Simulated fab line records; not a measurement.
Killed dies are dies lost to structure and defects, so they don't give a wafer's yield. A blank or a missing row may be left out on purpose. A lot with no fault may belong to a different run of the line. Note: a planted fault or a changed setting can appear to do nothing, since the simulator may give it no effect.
fab line records -- flow nand_harc
[record] lots = 7, wafers = 21, last_day = 30
route steps=1302 shown A_STAIRCASE@769
lots with no fault: from the same line, run without faults
start_h: hours from the record's opening day to when the first of the lot's shown wafers began -- wait_h: hours elapsed since this lot's preceding step -- " repeats the value in the row above -- L1.1+2: one row covering several wafers at once -- - no value, or no start given -- * or withheld: withheld -- < > ~ a bound
route shown NAME@n: names a module that has steps shown in the file, with the first one's number in the route -- usual: mean/standard deviation of fault-free wafers -- same: alike in all rows -- chamber/n: place in a boat -- sites: the reading at each site -- _std_site: how widely they spread, as a standard deviation -- _edge_site: inner sites' mean taken away from outer sites' mean -- radius_mm: how far each site lies from the wafer's centre -- mask NAME#n: copy n -- behind: the most recent tool/chamber to have shaped the wafer -- hold: what put the lot on hold/how long, in hours/how the hold closed -- device: the n, p or np transistor that did not switch -- end of line: at the end of the route, the tests of the same wafers -- a step without rows: its recipe alone -- killed: dies lost to structure and defects at the first sort, not the wafer's yield -- map: dies across one wafer; x = killed, . = not, _ = none there
set.NAME: the run value of the setting; set.NAME@STEP: its run value at that earlier step -- model.NAME: the simulator's own value behind a step, which no gauge read
lots at some steps of the route; a table a step, a row a wafer
services: a tool's chamber out of use, with start hour (start_h, from the record's first day; less than 0 if before it), hours out, and reason
[[steps]]
[step NHARC_A_STAIRCASE_STRIP_255]
[recipe] time_s = 900, temp_c = 130, chemistry = SPM
[step NHARC_A_STAIRCASE_PRECLEAN_256]
[recipe] time_s = *, temp_c = 50, bath_age_min = 0, chemistry = SC1
[step NHARC_A_STAIRCASE_SRD_257]
[step NHARC_A_STAIRCASE_HM_DEP_456]
[recipe] target_thk_a = 31000, temp_c = 400, material = aC
[usual] throttle_valve_pct = 35.000/0.0087
lot.wafer,tool,chamber,start_h,wait_h,throttle_valve_pct
L307.1,acl_dep-01,0,387.15,-,34.994
L307.3,acl_dep-01,0,387.15,-,35.008
L307.4,acl_dep-01,0,387.15,-,34.994
L309.2,acl_dep-02,0,407.63,-,35.012
L309.4,acl_dep-02,0,407.63,-,35.005
L309.5,acl_dep-02,0,407.63,-,34.996
L314.3,acl_dep-02,0,471.43,-,35.000
L314.5,acl_dep-02,0,471.43,-,34.998
L314.6,acl_dep-02,0,471.43,-,35.000
L320.1,acl_dep-01,0,529.40,-,34.998
L320.3,acl_dep-01,0,529.40,-,34.989
L320.6,acl_dep-01,0,529.40,-,35.001
L321.4,acl_dep-03,0,529.59,-,34.998
L321.5,acl_dep-03,0,529.59,-,34.986
L321.6,acl_dep-03,0,529.59,-,35.012
L319.1,acl_dep-01,0,531.22,-,35.000
L319.2,acl_dep-01,0,531.22,-,35.007
L319.5,acl_dep-01,0,531.22,-,34.981
L322.1,acl_dep-02,0,549.01,-,35.017
L322.2,acl_dep-02,0,549.01,-,35.012
L322.3,acl_dep-02,0,549.01,-,34.994
[step NHARC_A_STAIRCASE_DEP_259]
[recipe] target_thk_a = 300, target_thk_nm = 30, temp_c = 400, pressure_torr = 3.5, flow_sccm = 200, rf_w = 350, material = SiON
[usual] heater_power_w = 801/100
lot.wafer,tool,chamber,start_h,wait_h,heater_power_w
L307.3,pecvd-01,1,388.99,0.9,910
L307.1,pecvd-01,2,388.99,0.9,865
L307.4,pecvd-01,1,388.99,0.9,911
L309.2,pecvd-03,1,409.22,1.3,655
L309.5,pecvd-03,1,409.22,1.3,648
L309.4,pecvd-03,0,409.22,1.3,700
L314.3,pecvd-04,0,472.77,1.0,1012
L314.5,pecvd-04,1,472.77,1.0,706
L314.6,pecvd-04,2,472.77,1.0,690
L321.4,pecvd-01,1,530.62,0.7,896
L321.6,pecvd-01,2,530.62,0.7,818
L321.5,pecvd-01,0,530.62,0.7,900
L320.1,pecvd-01,2,531.24,1.5,920
L320.3,pecvd-01,0,531.24,1.5,866
L320.6,pecvd-01,2,531.24,1.5,923
L319.2,pecvd-04,1,533.11,1.3,743
L319.1,pecvd-04,2,533.11,1.3,719
L319.5,pecvd-04,0,533.11,1.3,883
L322.1,pecvd-01,0,550.86,1.5,893
L322.2,pecvd-01,2,550.86,1.5,902
L322.3,pecvd-01,0,550.86,1.5,900
[step NHARC_A_STAIRCASE_DEHYDRATE_260]
[recipe] temp_c = 150, time_s = 120
[step NHARC_A_STAIRCASE_HMDS_261]
[recipe] time_s = 30
[step NHARC_A_STAIRCASE_COAT_262]
[recipe] spin_rpm = 1200
[step NHARC_A_STAIRCASE_SOFTBAKE_263]
[recipe] temp_c = 135, time_s = 170
[step NHARC_A_STAIRCASE_EBR_264]
[step NHARC_A_STAIRCASE_EXPOSE_265]
[recipe] na = 0.5, dose_mj = 25.01, mask_id = CHOP_200
[step NHARC_A_STAIRCASE_PEB_266]
[recipe] peb_temp_c = 115, peb_time_s = 130
[step NHARC_A_STAIRCASE_DEVELOP_267]
[recipe] time_s = 140
[usual] chill_plate_temp_C = 23.00/0.1, exhaust_pa = 45.0/0.92
lot.wafer,tool,chamber,start_h,wait_h,chill_plate_temp_C,exhaust_pa
L307.1,litho_track-05,0,389,-,23.04,44.4
L307.3,litho_track-05,0,389,-,23.15,45.8
L307.4,litho_track-05,0,389,-,22.96,44.6
L309.2,litho_track-02,0,409,-,23.18,44.3
L309.4,litho_track-02,0,409,-,23.02,43.9
L309.5,litho_track-02,0,409,-,23.14,44.2
L314.3,litho_track-02,0,473,-,22.96,45.1
L314.5,litho_track-02,0,473,-,23.01,45.4
L314.6,litho_track-02,0,473,-,23.08,45.0
L321.4,litho_track-02,0,531,-,22.88,44.6
L321.5,litho_track-02,0,531,-,23.00,45.0
L321.6,litho_track-02,0,531,-,23.03,44.9
L320.1,litho_track-05,-,531,-,-,-
L320.3,litho_track-05,-,531,-,-,-
L320.6,litho_track-05,-,531,-,-,-
L319.1,litho_track-03,-,533,-,-,-
L319.2,litho_track-03,-,533,-,-,-
L319.5,litho_track-03,-,533,-,-,-
L322.1,litho_track-02,-,551,-,-,-
L322.2,litho_track-02,-,551,-,-,-
L322.3,litho_track-02,-,551,-,-,-
[[services]]
tool,chamber,start_h,hours,kind
pecvd-03,-,366.22,13.0,pm
acl_dep-01,-,368.49,13.0,pm
litho_track-02,-,402.00,7.0,pm
pecvd-03,0,413.59,3.8,repair
acl_dep-02,-,426.95,13.0,pm
litho_track-03,-,450.00,7.0,pm
pecvd-04,-,450.00,13.0,pm
pecvd-04,0,450.00,13.0,vent_cycle
pecvd-04,1,450.00,13.0,vent_cycle
pecvd-04,2,450.00,13.0,vent_cycle
pecvd-01,1,464.36,8.1,repair
litho_track-05,-,474.00,7.0,pm
pecvd-04,-,483.89,0.4,repair
acl_dep-03,-,484.96,13.0,pm
pecvd-01,-,492.12,13.0,pm
pecvd-01,0,492.12,13.0,vent_cycle
pecvd-01,1,492.12,13.0,vent_cycle
pecvd-01,2,492.12,13.0,vent_cycle
pecvd-01,0,505.12,-,clean
pecvd-01,1,505.12,-,clean
pecvd-01,2,505.12,-,clean
pecvd-03,-,547.30,13.0,pm
pecvd-04,-,549.49,2.3,repair
acl_dep-01,-,551.51,13.0,pm
[[key]]
[first_sign] step = NHARC_A_STAIRCASE_DEVELOP_267, reading = tool_record, direction = missing
effect none on later readings
met_at NHARC_A_STAIRCASE_DEVELOP_267
struck_wafers L319.1,L319.2,L319.5,L320.1,L320.3,L320.6,L322.1,L322.2,L322.3
later_rows_left_out L319.1,L319.2,L319.5,L320.1,L320.3,L320.6,L322.1,L322.2,L322.3
sort_left_out L319.1,L319.2,L319.5,L320.1,L320.3,L320.6,L322.1,L322.2,L322.3
tester_left_out L319,L320,L322
[fault] kind = skipped_step_whole, tool = litho_track-02,litho_track-03,litho_track-05, chamber = -, onset_h = 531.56, steps = NHARC_A_STAIRCASE_DEVELOP_267, scope = struck_lots_only
// tester_left_out: of these lots the tester's yield and bins aren't shown, on N5 and GAA mostly nor the transistor test; their killed dies are dies lost to structure and defects alone, not to doping, threshold or leakage, so they don't give the yield
// sort_left_out: the simulated sort isn't trusted on such a fault, so these wafers' sort isn't shown, and their yield isn't known
// later_rows_left_out: the simulator's readings of these wafers behind a module that went badly wrong aren't trusted and aren't shown, but for the sort
